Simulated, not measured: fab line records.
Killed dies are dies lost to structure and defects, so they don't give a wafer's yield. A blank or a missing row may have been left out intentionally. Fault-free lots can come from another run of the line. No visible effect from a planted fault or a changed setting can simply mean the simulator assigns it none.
Check for tools in common	flow n5-finfet	Sample size 8 lots and 24 wafers

## WHY IT WAS OPENED
At N5_BEOL_M3_OCD_MEAS_38 the reading trench-depth-nm is flagged on 2 of 8 lots. Wafers without a fault read 55.3 nm, standard deviation 0.61.
Rule: a lot is flagged when every wafer of it that has a number lies more than 4 standard deviations from that mean, or none has a number. The rest of the lots are taken to be sound.

lot	measured	on	trench-depth-nm (nm), wafer by wafer	flag
L888	day 7 19:32	ocd-02	56.4 55.4 55.4	
L895	day 9 10:04	ocd-01	0.1 0 0.1	FLAGGED
L896	day 9 21:23	ocd-02	0 0 0.1	FLAGGED
L901	day 10 21:25	ocd-01	55.3 54.3 55.3	
L905	day 11 20:43	ocd-01	54.1 55.7 54.8	
L904	day 11 23:29	ocd-01	55.3 55.2 54.6	
L906	day 12 02:54	ocd-01	55.9 53.8 55.7	
L909	day 12 20:11	ocd-01	55.0 54.9 54.6	
On average the flagged lots' numbers are 0.1 nm, which is -55.2 nm against the usual, or -91 standard deviations.

## LOT BY LOT: THE TOOL USED
3 process steps preceding the reading are held in the record, out of 1938 steps in the route. Each cell gives the tool, then ch followed by the chambers the sampled wafers passed through, then the start.
lot	flag	N5_BEOL_M3_ETCH_69	N5_BEOL_M3_STRIP_36	N5_BEOL_M3_TRENCH_ETCH_37
L888		rie-diel-02 ch 2,3, day 7 17:30	rie-diel-01 ch 1,2,3, day 7 19:21	rie-diel-01 ch 1,2,3, day 7 19:23
L895	FLAGGED	rie-diel-01 ch 0,1,3, day 9 09:18	rie-diel-06 ch 0,1,2, day 9 09:53	rie-diel-06 ch 0,1,2, day 9 09:55
L896	FLAGGED	rie-diel-02 ch 1,2, day 9 17:41	rie-diel-01 ch 0,1,2, day 9 21:12	rie-diel-01 ch 0,1,2, day 9 21:14
L901		rie-diel-02 ch 0,1,3, day 10 19:08	rie-diel-06 ch 0,1,2, day 10 21:13	rie-diel-06 ch 0,1,2, day 10 21:16
L905		rie-diel-02 ch 0,2,3, day 11 15:36	rie-diel-06 ch 0,2, day 11 20:31	rie-diel-06 ch 0,2, day 11 20:33
L904		rie-diel-02 ch 2,3, day 11 17:20	rie-diel-01 ch 1,2, day 11 23:18	rie-diel-01 ch 1,2, day 11 23:20
L906		rie-diel-01 ch 0,2, day 11 17:30	rie-diel-06 ch 0,2, day 12 02:42	rie-diel-06 ch 0,2, day 12 02:44
L909		rie-diel-02 ch 2,3, day 12 18:50	rie-diel-01 ch 0,2, day 12 19:59	rie-diel-01 ch 0,2, day 12 20:02
What the steps here do:
- N5_BEOL_M3_ETCH_69: etches SiARC in CF4, target depth 15.6 nm, time 26 s.
- N5_BEOL_M3_STRIP_36: strips in N2/H2.
- N5_BEOL_M3_TRENCH_ETCH_37: etches SiOC in C4F6/O2, target depth 55.555 nm, time 29.2 s.
- N5_BEOL_M3_OCD_MEAS_38

## FLAGGED AGAINST TOTAL, ONE TOOL AT A TIME (gauges that did the reading follow at the end)
step	tool	lots run	flagged	share of the flagged lots	sound lots run after its first flagged lot
N5_BEOL_M3_ETCH_69	rie-diel-01	2	1	some	1 (L906)
N5_BEOL_M3_ETCH_69	rie-diel-02	6	1	some	4 (L901,L905,L904,L909)
N5_BEOL_M3_STRIP_36	rie-diel-01	4	1	some	2 (L904,L909)
N5_BEOL_M3_STRIP_36	rie-diel-06	4	1	some	3 (L901,L905,L906)
N5_BEOL_M3_TRENCH_ETCH_37	rie-diel-01	4	1	some	2 (L904,L909)
N5_BEOL_M3_TRENCH_ETCH_37	rie-diel-06	4	1	some	3 (L901,L905,L906)
N5_BEOL_M3_OCD_MEAS_38	ocd-01	6	1	some	5 (L901,L905,L904,L906,L909)
N5_BEOL_M3_OCD_MEAS_38	ocd-02	2	1	some	0

## WHAT THE TABLE ALLOWS
No row of the table ran every flagged lot.

## WHAT HAD BEEN PUT IN BY THE SIMULATOR
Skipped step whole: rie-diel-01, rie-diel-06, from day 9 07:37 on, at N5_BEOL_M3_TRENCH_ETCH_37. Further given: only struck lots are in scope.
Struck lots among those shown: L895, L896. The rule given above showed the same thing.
